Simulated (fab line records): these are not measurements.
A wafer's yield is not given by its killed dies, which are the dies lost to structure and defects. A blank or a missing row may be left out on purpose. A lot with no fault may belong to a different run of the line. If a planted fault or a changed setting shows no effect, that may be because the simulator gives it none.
fab line records | flow n5-finfet | part 1 of 2: steps 1 to 4 of 6
record lots=23 | wafers=69 | last-day=17
route steps=1938 shown BEOL_M12@1619 BEOL_M13@1690
lots that met no fault: taken from a fault-free run of the same line
start-h: start of the lot's first displayed wafer, in hours after the record's first day | wait-h: time in hours since the lot's previous step | " repeats the value in the row above | L1.1+2: a row that stands for several wafers | - either no value or no given start | * or withheld: withheld | < > ~ a bound
route shown NAME@n: a module of which the file shows steps, and the number in the route of the first | usual: the fault-free wafers' mean and standard deviation | same: alike in all rows | chamber/n: place in a boat | sites: readings site by site | _std_site: standard deviation across them | _edge_site: the outer-site mean with the inner-site mean subtracted | radius-mm: how far each site lies from the wafer's centre | mask NAME#n: copy n | behind: the tool/chamber that last shaped the wafer | hold: why the lot went on hold/how many hours it stayed there/how the hold came to an end | device: which transistor (n, p or np) failed to switch | end of line: the same wafers' tests at the end of the route | a step given without rows: its recipe and nothing more | killed: not the wafer's yield, but the dies lost to structure and defects at the first sort | map: a wafer's dies, x killed, . not, _ none there
set.NAME: setting as actually run; set.NAME@STEP: the setting as run at that earlier step | model.NAME: the simulator's own value behind a step, which no gauge read
the route's steps for a sample of lots (tables are steps, rows are wafers)
services: from which hour (start-h, from the record's first day; less than 0 if before it) a tool's chamber was out of use, for how many hours, and why
## steps
# step N5_BEOL_M12_STRIP_64
# recipe chemistry=N2/H2 | power-w=1000 | temp-c=250 | h2-frac=0.65 | overash-fraction=0.3 | pressure-mtorr=withheld | n2-flow-sccm=1750 | h2-flow-sccm=3250
# usual drypump-motor-current-A=5.7/0.37 | h2-flow-sccm=3250/9.4 | heater-power-w=355/39 | oes-product-au=0.715/0.004 | strip-time-to-endpoint-s=31.30/0.086 | temp-c=249.99/0.16
lot.wafer | tool            | chamber | start-h | wait-h | drypump-motor-current-A | h2-flow-sccm | heater-power-w | oes-product-au | rf-hours-counter-h | strip-time-to-endpoint-s | temp-c
L074.2    | plasma-asher-01 | 1       | 226.61  | 0.0    | 5.2                     | 3244         | 373            | 0.723          | 105                | 31.34                    | 249.58
L074.3    | "               | 1       | "       | "      | 5.2                     | 3242         | 374            | 0.711          | -                  | 31.26                    | 249.85
L074.4    | "               | 0       | "       | "      | 6.1                     | 3266         | 320            | 0.710          | -                  | 31.41                    | 249.94
L076.3    | plasma-asher-01 | 0       | 232.21  | 0.0    | 6.1                     | 3248         | 309            | 0.714          | -                  | 31.26                    | 250.04
L076.4    | "               | 1       | "       | "      | 5.2                     | 3250         | 374            | 0.718          | -                  | 31.31                    | 250.01
L076.6    | "               | 1       | "       | "      | 5.2                     | 3242         | 377            | 0.718          | -                  | 31.35                    | 249.66
L075.1    | plasma-asher-01 | 1       | 239.48  | 0.0    | 5.2                     | 3237         | 367            | 0.715          | 108                | 31.29                    | 249.64
L075.5    | "               | 0       | "       | "      | 6.2                     | 3235         | 309            | 0.720          | -                  | 31.21                    | 249.94
L075.6    | "               | 1       | "       | "      | 5.2                     | 3259         | 374            | 0.720          | -                  | 31.28                    | 250.18
L078.1    | plasma-asher-01 | 0       | 255.29  | 0.0    | 6.2                     | 3251         | 319            | 0.718          | 110                | 31.30                    | 249.70
L078.5    | "               | 0       | "       | "      | 6.1                     | 3248         | 317            | 0.720          | -                  | 31.26                    | 249.94
L078.6    | "               | 1       | "       | "      | 5.2                     | 3241         | 369            | 0.707          | -                  | 31.14                    | 250.19
L077.3    | plasma-asher-02 | 0       | 264.32  | 0.0    | 5.4                     | 3252         | 415            | 0.711          | -                  | 31.37                    | 249.92
L077.4    | "               | 1       | "       | "      | 5.9                     | 3246         | 333            | 0.717          | -                  | 31.43                    | 249.94
L077.6    | "               | 0       | "       | "      | 5.4                     | 3244         | 413            | 0.713          | -                  | 31.37                    | 250.03
L079.2    | plasma-asher-01 | 0       | 264.63  | 0.0    | 6.1                     | 3242         | 312            | 0.715          | 112                | 31.21                    | 250.01
L079.4    | "               | 0       | "       | "      | 6.1                     | 3255         | 322            | 0.719          | -                  | 31.26                    | 249.95
L079.6    | "               | 1       | "       | "      | 5.2                     | 3248         | 368            | 0.717          | -                  | 31.20                    | 250.30
L080.4    | plasma-asher-02 | 1       | 278.22  | 0.0    | 5.9                     | 3252         | 322            | 0.714          | -                  | 31.31                    | 250.29
L080.5    | "               | 1       | "       | "      | 5.9                     | 3237         | 334            | 0.728          | -                  | 31.18                    | 250.05
L080.6    | "               | 0       | "       | "      | 5.4                     | 3255         | 413            | 0.712          | -                  | 31.35                    | 249.89
L083.1    | plasma-asher-02 | 1       | 283.12  | 0.0    | 5.9                     | 3237         | 324            | 0.717          | 86                 | 31.37                    | 249.96
L083.3    | "               | 1       | "       | "      | 5.9                     | 3236         | 325            | 0.717          | -                  | 31.36                    | 250.01
L083.5    | "               | 0       | "       | "      | 5.4                     | 3243         | 416            | 0.710          | -                  | 31.35                    | 250.10
L081.1    | plasma-asher-02 | 0       | 283.39  | 0.0    | 5.4                     | 3254         | 409            | 0.720          | 87                 | 31.43                    | 250.03
L081.2    | "               | 1       | "       | "      | 5.9                     | 3252         | 325            | 0.721          | 87                 | 31.36                    | 249.74
L081.5    | "               | 0       | "       | "      | 5.4                     | 3254         | 422            | 0.720          | -                  | 31.40                    | 250.19
L082.1    | plasma-asher-01 | 1       | 284.10  | 0.0    | 5.2                     | 3240         | 380            | 0.714          | 116                | 31.11                    | 250.03
L082.3    | "               | 1       | "       | "      | 5.2                     | 3247         | 368            | 0.711          | -                  | 31.17                    | 250.48
L082.5    | "               | 1       | "       | "      | 5.2                     | 3256         | 363            | 0.715          | -                  | 31.21                    | 250.03
L085.1    | plasma-asher-02 | 1       | 294.59  | 0.0    | 5.9                     | 3257         | 329            | 0.714          | 89                 | 31.38                    | 250.05
L085.4    | "               | 0       | "       | "      | 5.5                     | 3259         | 400            | 0.713          | -                  | 31.33                    | 250.07
L085.5    | "               | 1       | "       | "      | 5.9                     | 3255         | 324            | 0.714          | -                  | 31.31                    | 250.35
L084.3    | plasma-asher-01 | 0       | 300.15  | 0.0    | 6.1                     | 3247         | 304            | 0.711          | -                  | 31.26                    | 250.05
L084.4    | "               | 1       | "       | "      | 5.2                     | 3225         | 380            | 0.712          | -                  | 31.23                    | 249.80
L084.5    | "               | 0       | "       | "      | 6.1                     | 3258         | 308            | 0.717          | -                  | 31.22                    | 250.05
L086.2    | plasma-asher-01 | 0       | 312.13  | 0.0    | 6.1                     | 3249         | 313            | 0.721          | 121                | 31.19                    | 249.88
L086.5    | "               | 0       | "       | "      | 6.1                     | 3245         | 312            | 0.712          | -                  | 31.25                    | 249.92
L086.6    | "               | 1       | "       | "      | 5.2                     | 3251         | 376            | 0.712          | -                  | 31.19                    | 250.00
L088.2    | plasma-asher-02 | 1       | 312.39  | 0.0    | 5.9                     | 3258         | 331            | 0.721          | 93                 | 31.35                    | 249.79
L088.4    | "               | 1       | "       | "      | 5.9                     | 3250         | 328            | 0.718          | -                  | 31.42                    | 249.87
L088.6    | "               | 0       | "       | "      | 5.4                     | 3253         | 420            | 0.712          | -                  | 31.33                    | 250.15
L087.1    | plasma-asher-02 | 1       | 322.41  | 0.0    | 5.9                     | 3251         | 313            | 0.712          | 95                 | 31.33                    | 249.98
L087.4    | "               | 0       | "       | "      | 5.4                     | 3258         | 402            | 0.720          | -                  | 31.37                    | 249.92
L087.5    | "               | 0       | "       | "      | 5.4                     | 3250         | 410            | 0.710          | -                  | 31.34                    | 249.92
L090.3    | plasma-asher-01 | 0       | 326.98  | 0.0    | 6.1                     | 3233         | 320            | 0.717          | -                  | 31.27                    | 250.12
L090.5    | "               | 1       | "       | "      | 5.2                     | 3259         | 378            | 0.712          | -                  | 31.25                    | 250.34
L090.6    | "               | 0       | "       | "      | 6.1                     | 3247         | 314            | 0.713          | -                  | 31.26                    | 250.21
L092.3    | plasma-asher-01 | 1       | 328.87  | 0.0    | 5.2                     | 3281         | 375            | 0.710          | -                  | 31.40                    | 250.17
L092.4    | "               | 0       | "       | "      | 6.1                     | 3256         | 301            | 0.717          | -                  | 31.41                    | 249.98
L092.5    | "               | 1       | "       | "      | 5.2                     | 3261         | 370            | 0.717          | -                  | 31.40                    | 249.84
L089.2    | plasma-asher-02 | 1       | 329.48  | 0.0    | 5.9                     | 3261         | 325            | 0.717          | 97                 | 31.23                    | 250.37
L089.4    | "               | 1       | "       | "      | 5.9                     | 3245         | 326            | 0.717          | -                  | 31.25                    | 250.15
L089.6    | "               | 0       | "       | "      | 5.4                     | 3267         | 410            | 0.713          | -                  | 31.18                    | 249.95
L091.1    | plasma-asher-02 | 1       | 333.74  | 0.0    | 5.9                     | 3247         | 331            | 0.710          | 98                 | 31.19                    | 249.90
L091.2    | "               | 0       | "       | "      | 5.5                     | 3273         | 414            | 0.718          | 98                 | 31.23                    | 249.89
L091.6    | "               | 0       | "       | "      | 5.5                     | 3258         | 418            | 0.714          | -                  | 31.24                    | 249.72
L094.1    | plasma-asher-02 | 0       | 349.82  | 0.0    | 5.4                     | 3238         | 411            | 0.717          | 101                | 31.35                    | 249.98
L094.2    | "               | 1       | "       | "      | 5.9                     | 3243         | 324            | 0.722          | 101                | 31.39                    | 250.15
L094.4    | "               | 1       | "       | "      | 5.9                     | 3239         | 327            | 0.726          | -                  | 31.40                    | 250.07
L095.1    | plasma-asher-01 | 0       | 352.28  | 0.0    | 6.1                     | 3246         | 312            | 0.711          | 128                | 31.39                    | 249.89
L095.4    | "               | 0       | "       | "      | 6.1                     | 3242         | 319            | 0.712          | -                  | 31.44                    | 249.86
L095.5    | "               | 1       | "       | "      | 5.2                     | 3246         | 374            | 0.717          | -                  | 31.45                    | 249.90
L097.1    | plasma-asher-01 | 1       | 366.72  | 0.0    | 5.2                     | 3249         | 370            | 0.717          | 131                | 31.32                    | 249.86
L097.2    | "               | 0       | "       | "      | 6.1                     | 3260         | 316            | 0.717          | 131                | 31.29                    | 249.98
L097.6    | "               | 0       | "       | "      | 6.1                     | 3243         | 321            | 0.721          | -                  | 31.41                    | 250.12
L096.1    | plasma-asher-01 | 0       | 370.00  | 0.0    | 6.1                     | 3256         | 310            | 0.717          | 132                | 31.37                    | 250.08
L096.2    | "               | 1       | "       | "      | 5.2                     | 3227         | 376            | 0.716          | 132                | 31.34                    | 249.81
L096.3    | "               | 0       | "       | "      | 6.1                     | 3245         | 316            | 0.719          | -                  | 31.29                    | 249.72
# step N5_BEOL_M12_DESCUM_33
# recipe chemistry=O2 | time-s=7.9 | source-power-w=50 | bias-power-w=20 | pressure-mtorr=20 | rf-frequency-hz=2.712e+07 | temp-c=40 | o2-flow-sccm=225
# usual chamber-pressure-mTorr=20.002/0.018 | drypump-motor-current-A=5.7/0.34 | oes-product-au=0.79/0.07 | rf-vpp-V=243.4/1.2 | showerhead-plenum-p-Torr=2.11/0.055 | temp-c=40.00/0.11 | throttle-valve-pct=20.40/0.27
lot.wafer | tool        | chamber | start-h | wait-h | chamber-pressure-mTorr | drypump-motor-current-A | oes-product-au | rf-hours-counter-h | rf-vpp-V | showerhead-plenum-p-Torr | temp-c | throttle-valve-pct
L074.2    | rie-diel-06 | 2       | 227.30  | 0.0    | 19.990                 | 5.7                     | 0.80           | 105                | 244.1    | 2.09                     | 39.84  | 20.54
L074.3    | "           | 0       | "       | "      | 19.971                 | 5.6                     | 0.82           | 69                 | 242.8    | 2.01                     | 39.94  | 19.82
L074.4    | "           | 2       | "       | "      | 20.037                 | 5.7                     | 0.81           | -                  | 244.1    | 2.09                     | 39.90  | 20.50
L076.3    | rie-diel-01 | 3       | 232.88  | 0.0    | 19.998                 | 5.5                     | 0.81           | 86                 | 244.9    | 2.12                     | 40.05  | 20.65
L076.4    | "           | 0       | "       | "      | 20.022                 | 5.1                     | 0.84           | 53                 | 244.2    | 2.14                     | 40.02  | 20.40
L076.6    | "           | 0       | "       | "      | 20.007                 | 5.1                     | 0.84           | -                  | 243.5    | 2.14                     | 40.05  | 20.38
L075.1    | rie-diel-04 | 1       | 240.04  | 0.0    | 20.005                 | 5.4                     | 0.67           | 231                | 243.5    | 2.07                     | 40.12  | 20.40
L075.5    | "           | 1       | "       | "      | 19.996                 | 5.4                     | 0.68           | -                  | 242.8    | 2.07                     | 39.95  | 20.40
L075.6    | "           | 0       | "       | "      | 20.017                 | 6.2                     | 0.85           | -                  | 243.7    | 2.13                     | 39.95  | 20.24
L078.1    | rie-diel-01 | 0       | 255.97  | 0.0    | 19.969                 | 5.1                     | 0.82           | 62                 | 243.0    | 2.14                     | 40.09  | 20.42
L078.5    | "           | 0       | "       | "      | 20.016                 | 5.1                     | 0.82           | -                  | 243.4    | 2.14                     | 40.14  | 20.42
L078.6    | "           | 1       | "       | "      | 20.033                 | 5.5                     | 0.71           | -                  | 245.2    | 2.16                     | 40.06  | 20.94
L077.3    | rie-diel-01 | 2       | 264.86  | 0.0    | 20.002                 | 5.8                     | 0.90           | 18                 | 244.5    | 2.21                     | 40.19  | 20.53
L077.4    | "           | 0       | "       | "      | 20.015                 | 5.1                     | 0.82           | 65                 | 243.3    | 2.14                     | 39.92  | 20.41
L077.6    | "           | 0       | "       | "      | 19.981                 | 5.1                     | 0.83           | -                  | 245.3    | 2.14                     | 40.00  | 20.40
L079.2    | rie-diel-04 | 1       | 265.20  | 0.0    | 20.024                 | 5.4                     | 0.67           | 240                | 242.8    | 2.07                     | 39.92  | 20.40
L079.4    | "           | 0       | "       | "      | 20.023                 | 6.2                     | 0.83           | 72                 | 243.7    | 2.13                     | 39.85  | 20.25
L079.6    | "           | 3       | "       | "      | 19.979                 | 6.2                     | 0.76           | -                  | 240.9    | 2.02                     | 39.99  | 20.31
L080.4    | rie-diel-01 | 1       | 278.78  | 0.0    | 19.977                 | 5.6                     | 0.72           | 233                | 243.9    | 2.16                     | 39.75  | 20.92
L080.5    | "           | 0       | "       | "      | 20.026                 | 5.1                     | 0.82           | -                  | 244.0    | 2.13                     | 39.97  | 20.43
L080.6    | "           | 3       | "       | "      | 20.034                 | 5.5                     | 0.80           | -                  | 244.0    | 2.12                     | 39.93  | 20.68
L083.1    | rie-diel-06 | 3       | 283.81  | 0.0    | 19.987                 | 6.1                     | 0.77           | 138                | 244.1    | 2.09                     | 39.89  | 20.28
L083.3    | "           | 1       | "       | "      | 19.977                 | 5.9                     | 0.94           | 17                 | 244.7    | 2.11                     | 39.97  | 20.16
L083.5    | "           | 3       | "       | "      | 20.023                 | 6.1                     | 0.79           | -                  | 244.2    | 2.09                     | 39.91  | 20.30
L081.1    | rie-diel-01 | 1       | 284.07  | 0.0    | 19.992                 | 5.6                     | 0.71           | 235                | 244.9    | 2.16                     | 39.96  | 20.93
L081.2    | "           | 2       | "       | "      | 20.024                 | 5.8                     | 0.89           | 26                 | 246.5    | 2.21                     | 39.94  | 20.56
L081.5    | "           | 0       | "       | "      | 19.993                 | 5.1                     | 0.81           | -                  | 242.5    | 2.13                     | 40.13  | 20.42
L082.1    | rie-diel-04 | 1       | 285.14  | 0.4    | 20.010                 | 5.4                     | 0.67           | 248                | 241.5    | 2.07                     | 40.13  | 20.41
L082.3    | "           | 2       | "       | "      | 20.002                 | 5.5                     | 0.67           | 232                | 244.3    | 2.11                     | 40.06  | 19.99
L082.5    | "           | 2       | "       | "      | 19.994                 | 5.4                     | 0.68           | -                  | 244.1    | 2.11                     | 39.80  | 20.00
L085.1    | rie-diel-06 | 3       | 295.53  | 0.3    | 19.989                 | 6.1                     | 0.78           | 142                | 241.8    | 2.09                     | 40.06  | 20.28
L085.4    | "           | 0       | "       | "      | 20.048                 | 5.6                     | 0.78           | 93                 | 242.7    | 2.00                     | 39.95  | 19.85
L085.5    | "           | 1       | "       | "      | 19.989                 | 5.9                     | 0.93           | -                  | 245.0    | 2.11                     | 39.98  | 20.15
L084.3    | rie-diel-01 | 3       | 300.81  | 0.0    | 19.988                 | 5.5                     | 0.80           | 111                | 244.1    | 2.11                     | 39.98  | 20.69
L084.4    | "           | 0       | "       | "      | 20.002                 | 5.1                     | 0.80           | 78                 | 244.4    | 2.13                     | 39.95  | 20.41
L084.5    | "           | 0       | "       | "      | 19.994                 | 5.1                     | 0.80           | -                  | 241.7    | 2.13                     | 40.03  | 20.43
L086.2    | rie-diel-04 | 2       | 312.97  | 0.3    | 19.998                 | 5.4                     | 0.68           | 240                | 244.1    | 2.11                     | 39.92  | 20.00
L086.5    | "           | 2       | "       | "      | 20.021                 | 5.5                     | 0.68           | -                  | 244.9    | 2.11                     | 39.93  | 19.99
L086.6    | "           | 0       | "       | "      | 20.008                 | 6.2                     | 0.82           | -                  | 243.3    | 2.12                     | 39.94  | 20.27
L088.2    | rie-diel-01 | 1       | 313.12  | 0.2    | 19.972                 | 5.6                     | 0.70           | 245                | 245.1    | 2.16                     | 39.91  | 20.97
L088.4    | "           | 0       | "       | "      | 20.012                 | 5.1                     | 0.79           | 83                 | 242.8    | 2.13                     | 39.79  | 20.45
L088.6    | "           | 1       | "       | "      | 20.026                 | 5.6                     | 0.71           | -                  | 243.1    | 2.16                     | 40.01  | 20.97
L087.1    | rie-diel-04 | 3       | 323.98  | 0.9    | 19.986                 | 6.1                     | 0.74           | 132                | 242.5    | 2.01                     | 39.82  | 20.34
L087.4    | "           | 1       | "       | "      | 20.032                 | 5.4                     | 0.93           | 2                  | 242.6    | 2.07                     | 39.84  | 20.09
L087.5    | "           | 0       | "       | "      | 20.005                 | 6.2                     | 0.81           | -                  | 242.5    | 2.12                     | 40.02  | 20.27
L090.3    | rie-diel-06 | 0       | 327.65  | 0.0    | 20.000                 | 5.6                     | 0.77           | 104                | 241.7    | 2.00                     | 40.13  | 19.88
L090.5    | "           | 2       | "       | "      | 20.020                 | 5.7                     | 0.76           | -                  | 242.5    | 2.08                     | 39.89  | 20.58
L090.6    | "           | 3       | "       | "      | 19.999                 | 6.1                     | 0.78           | -                  | 242.1    | 2.09                     | 40.14  | 20.31
L092.3    | rie-diel-01 | 2       | 329.54  | 0.0    | 20.022                 | 5.8                     | 0.88           | 43                 | 245.2    | 2.21                     | 39.94  | 20.56
L092.4    | "           | 2       | "       | "      | 20.053                 | 5.8                     | 0.87           | -                  | 245.6    | 2.21                     | 39.98  | 20.57
L092.5    | "           | 0       | "       | "      | 19.981                 | 5.1                     | 0.79           | -                  | 244.4    | 2.13                     | 39.93  | 20.44
L089.2    | rie-diel-04 | 0       | 330.05  | 0.0    | 19.997                 | 6.2                     | 0.81           | 92                 | 244.2    | 2.12                     | 39.93  | 20.29
L089.4    | "           | 3       | "       | "      | 20.009                 | 6.1                     | 0.73           | -                  | 242.5    | 2.01                     | 40.04  | 20.35
L089.6    | "           | 0       | "       | "      | 20.002                 | 6.2                     | 0.81           | -                  | 244.3    | 2.12                     | 40.01  | 20.28
L091.1    | rie-diel-04 | 0       | 334.55  | 0.2    | 19.966                 | 6.2                     | 0.80           | 95                 | 243.7    | 2.12                     | 40.06  | 20.27
L091.2    | "           | 2       | "       | "      | 20.009                 | 5.5                     | 0.68           | 248                | 244.0    | 2.10                     | 40.17  | 20.01
L091.6    | "           | 0       | "       | "      | 20.007                 | 6.2                     | 0.80           | -                  | 242.8    | 2.12                     | 40.17  | 20.29
L094.1    | rie-diel-04 | 3       | 350.39  | 0.0    | 20.010                 | 6.2                     | 0.73           | 144                | 241.5    | 2.01                     | 39.83  | 20.36
L094.2    | "           | 1       | "       | "      | 20.003                 | 5.4                     | 0.91           | 10                 | 245.3    | 2.06                     | 40.18  | 20.11
L094.4    | "           | 1       | "       | "      | 20.015                 | 5.4                     | 0.92           | -                  | 242.4    | 2.06                     | 40.09  | 20.12
L095.1    | rie-diel-06 | 3       | 353.07  | 0.1    | 19.994                 | 6.0                     | 0.76           | 161                | 242.3    | 2.09                     | 40.08  | 20.33
L095.4    | "           | 2       | "       | "      | 20.004                 | 5.7                     | 0.77           | 148                | 243.8    | 2.08                     | 39.83  | 20.59
L095.5    | "           | 2       | "       | "      | 19.985                 | 5.7                     | 0.76           | -                  | 242.3    | 2.08                     | 40.02  | 20.60
L097.1    | rie-diel-01 | 3       | 367.64  | 0.3    | 19.951                 | 5.5                     | 0.77           | 139                | 242.3    | 2.10                     | 39.80  | 20.74
L097.2    | "           | 1       | "       | "      | 19.985                 | 5.6                     | 0.95           | 11                 | 244.6    | 2.15                     | 39.99  | 20.59
L097.6    | "           | 3       | "       | "      | 19.995                 | 5.5                     | 0.77           | -                  | 244.2    | 2.10                     | 39.87  | 20.73
L096.1    | rie-diel-01 | 2       | 370.85  | 0.3    | 19.979                 | 5.8                     | 0.84           | 59                 | 243.7    | 2.20                     | 39.84  | 20.58
L096.2    | "           | 3       | "       | "      | 19.999                 | 5.5                     | 0.77           | 141                | 241.6    | 2.10                     | 39.94  | 20.73
L096.3    | "           | 0       | "       | "      | 20.019                 | 5.1                     | 0.78           | 107                | 241.9    | 2.12                     | 40.18  | 20.47
# step N5_BEOL_M13_OVL_MEAS_29
# recipe points-per-wafer=44
# usual M13_OVL=-1/5
lot.wafer | tool       | chamber | start-h | wait-h | M13_OVL[nm]
L074.2    | overlay-02 | 0       | 234.02  | 0.0    | -4
L074.3    | "          | 0       | "       | "      | -6
L074.4    | "          | 0       | "       | "      | -2
L076.3    | overlay-02 | 0       | 238.20  | 0.0    | -2
L076.4    | "          | 0       | "       | "      | -3
L076.6    | "          | 0       | "       | "      | -4
L075.1    | overlay-01 | 0       | 245.70  | 0.0    | -1
L075.5    | "          | 0       | "       | "      | -6
L075.6    | "          | 0       | "       | "      | 3
L078.1    | overlay-02 | 0       | 261.20  | 0.0    | 7
L078.5    | "          | 0       | "       | "      | 1
L078.6    | "          | 0       | "       | "      | -3
L077.3    | overlay-02 | 0       | 269.12  | 0.0    | 5
L077.4    | "          | 0       | "       | "      | 0
L077.6    | "          | 0       | "       | "      | 3
L079.2    | overlay-02 | 0       | 273.38  | 0.0    | 1
L079.4    | "          | 0       | "       | "      | -3
L079.6    | "          | 0       | "       | "      | 1
L080.4    | overlay-02 | 0       | 289.92  | 0.0    | -1
L080.5    | "          | 0       | "       | "      | -5
L080.6    | "          | 0       | "       | "      | 4
L083.1    | overlay-02 | 0       | 291.74  | 0.0    | 4
L083.3    | "          | 0       | "       | "      | 6
L083.5    | "          | 0       | "       | "      | 1
L081.1    | overlay-01 | 0       | 291.90  | 0.0    | 4
L081.2    | "          | 0       | "       | "      | 4
L081.5    | "          | 0       | "       | "      | 1
L082.1    | overlay-01 | 0       | 292.06  | 0.0    | -7
L082.3    | "          | 0       | "       | "      | 4
L082.5    | "          | 0       | "       | "      | -4
L085.1    | overlay-01 | 0       | 304.11  | 0.0    | 3
L085.4    | "          | 0       | "       | "      | 1
L085.5    | "          | 0       | "       | "      | 5
L084.3    | overlay-01 | 0       | 306.33  | 0.0    | -1
L084.4    | "          | 0       | "       | "      | -14
L084.5    | "          | 0       | "       | "      | -1
L086.2    | overlay-02 | 0       | 322.09  | 0.0    | 0
L086.5    | "          | 0       | "       | "      | -1
L086.6    | "          | 0       | "       | "      | -5
L088.2    | overlay-01 | 0       | 324.19  | 0.0    | 2
L088.4    | "          | 0       | "       | "      | -1
L088.6    | "          | 0       | "       | "      | 4
L087.1    | overlay-02 | 0       | 329.27  | 0.0    | -13
L087.4    | "          | 0       | "       | "      | 1
L087.5    | "          | 0       | "       | "      | -3
L090.3    | overlay-01 | 0       | 334.47  | 0.0    | 2
L090.5    | "          | 0       | "       | "      | 2
L090.6    | "          | 0       | "       | "      | 0
L092.3    | overlay-02 | 0       | 335.41  | 0.0    | -6
L092.4    | "          | 0       | "       | "      | -7
L092.5    | "          | 0       | "       | "      | -2
L089.2    | overlay-01 | 0       | 337.28  | 0.0    | -4
L089.4    | "          | 0       | "       | "      | 0
L089.6    | "          | 0       | "       | "      | 1
L091.1    | overlay-01 | 0       | 338.22  | 0.0    | -10
L091.2    | "          | 0       | "       | "      | -2
L091.6    | "          | 0       | "       | "      | -2
L094.1    | overlay-02 | 0       | 356.89  | 0.0    | 1
L094.2    | "          | 0       | "       | "      | -2
L094.4    | "          | 0       | "       | "      | -5
L095.1    | overlay-02 | 0       | 357.20  | 0.0    | -3
L095.4    | "          | 0       | "       | "      | 5
L095.5    | "          | 0       | "       | "      | -2
L097.1    | overlay-01 | 0       | 373.80  | 0.0    | 1
L097.2    | "          | 0       | "       | "      | -2
L097.6    | "          | 0       | "       | "      | 1
L096.1    | overlay-01 | 0       | 374.57  | 0.0    | 7
L096.2    | "          | 0       | "       | "      | 7
L096.3    | "          | 0       | "       | "      | 6
# step N5_BEOL_M13_INSPECT_30
# recipe mode=adi | inspect-instrument=macro
# usual raw-defect-count=2.2/1.4
lot.wafer | tool              | chamber | start-h | wait-h | raw-defect-count
L074.2    | defect-inspect-02 | -       | 234.04  | 0.0    | 1
L074.3    | "                 | -       | "       | "      | 3
L074.4    | "                 | -       | "       | "      | 3
L076.3    | defect-inspect-02 | -       | 238.23  | 0.0    | 3
L076.4    | "                 | -       | "       | "      | 1
L076.6    | "                 | -       | "       | "      | 2
L075.1    | defect-inspect-01 | -       | 245.72  | 0.0    | 2
L075.5    | "                 | -       | "       | "      | 5
L075.6    | "                 | -       | "       | "      | 1
L078.1    | defect-inspect-01 | -       | 261.23  | 0.0    | 3
L078.5    | "                 | -       | "       | "      | 0
L078.6    | "                 | -       | "       | "      | 4
L077.3    | defect-inspect-02 | -       | 269.15  | 0.0    | 3
L077.4    | "                 | -       | "       | "      | 3
L077.6    | "                 | -       | "       | "      | 4
L079.2    | defect-inspect-01 | -       | 273.41  | 0.0    | 1
L079.4    | "                 | -       | "       | "      | 3
L079.6    | "                 | -       | "       | "      | 5
L080.4    | defect-inspect-01 | -       | 289.95  | 0.0    | 2
L080.5    | "                 | -       | "       | "      | 1
L080.6    | "                 | -       | "       | "      | 4
L083.1    | defect-inspect-01 | -       | 291.76  | 0.0    | 5
L083.3    | "                 | -       | "       | "      | 2
L083.5    | "                 | -       | "       | "      | 5
L081.1    | defect-inspect-01 | -       | 291.92  | 0.0    | 3
L081.2    | "                 | -       | "       | "      | 1
L081.5    | "                 | -       | "       | "      | 0
L082.1    | defect-inspect-01 | -       | 292.09  | 0.0    | 3
L082.3    | "                 | -       | "       | "      | 3
L082.5    | "                 | -       | "       | "      | 4
L085.1    | defect-inspect-02 | -       | 304.13  | 0.0    | 2
L085.4    | "                 | -       | "       | "      | 1
L085.5    | "                 | -       | "       | "      | 2
L084.3    | defect-inspect-02 | -       | 306.35  | 0.0    | 2
L084.4    | "                 | -       | "       | "      | 0
L084.5    | "                 | -       | "       | "      | 5
L086.2    | defect-inspect-02 | -       | 322.12  | 0.0    | 0
L086.5    | "                 | -       | "       | "      | 0
L086.6    | "                 | -       | "       | "      | 3
L088.2    | defect-inspect-02 | -       | 324.21  | 0.0    | 3
L088.4    | "                 | -       | "       | "      | 1
L088.6    | "                 | -       | "       | "      | 4
L087.1    | defect-inspect-02 | -       | 329.29  | 0.0    | 2
L087.4    | "                 | -       | "       | "      | 0
L087.5    | "                 | -       | "       | "      | 2
L090.3    | defect-inspect-02 | -       | 334.49  | 0.0    | 1
L090.5    | "                 | -       | "       | "      | 1
L090.6    | "                 | -       | "       | "      | 0
L092.3    | defect-inspect-01 | -       | 335.43  | 0.0    | 2
L092.4    | "                 | -       | "       | "      | 3
L092.5    | "                 | -       | "       | "      | 4
L089.2    | defect-inspect-01 | -       | 337.30  | 0.0    | 3
L089.4    | "                 | -       | "       | "      | 2
L089.6    | "                 | -       | "       | "      | 2
L091.1    | defect-inspect-02 | -       | 338.24  | 0.0    | 2
L091.2    | "                 | -       | "       | "      | 2
L091.6    | "                 | -       | "       | "      | 2
L094.1    | defect-inspect-02 | -       | 356.92  | 0.0    | 2
L094.2    | "                 | -       | "       | "      | 1
L094.4    | "                 | -       | "       | "      | 1
L095.1    | defect-inspect-01 | -       | 357.22  | 0.0    | 0
L095.4    | "                 | -       | "       | "      | 2
L095.5    | "                 | -       | "       | "      | 1
L097.1    | defect-inspect-02 | -       | 373.83  | 0.0    | 1
L097.2    | "                 | -       | "       | "      | 0
L097.6    | "                 | -       | "       | "      | 1
L096.1    | defect-inspect-02 | -       | 374.59  | 0.0    | 2
L096.2    | "                 | -       | "       | "      | 1
L096.3    | "                 | -       | "       | "      | 2
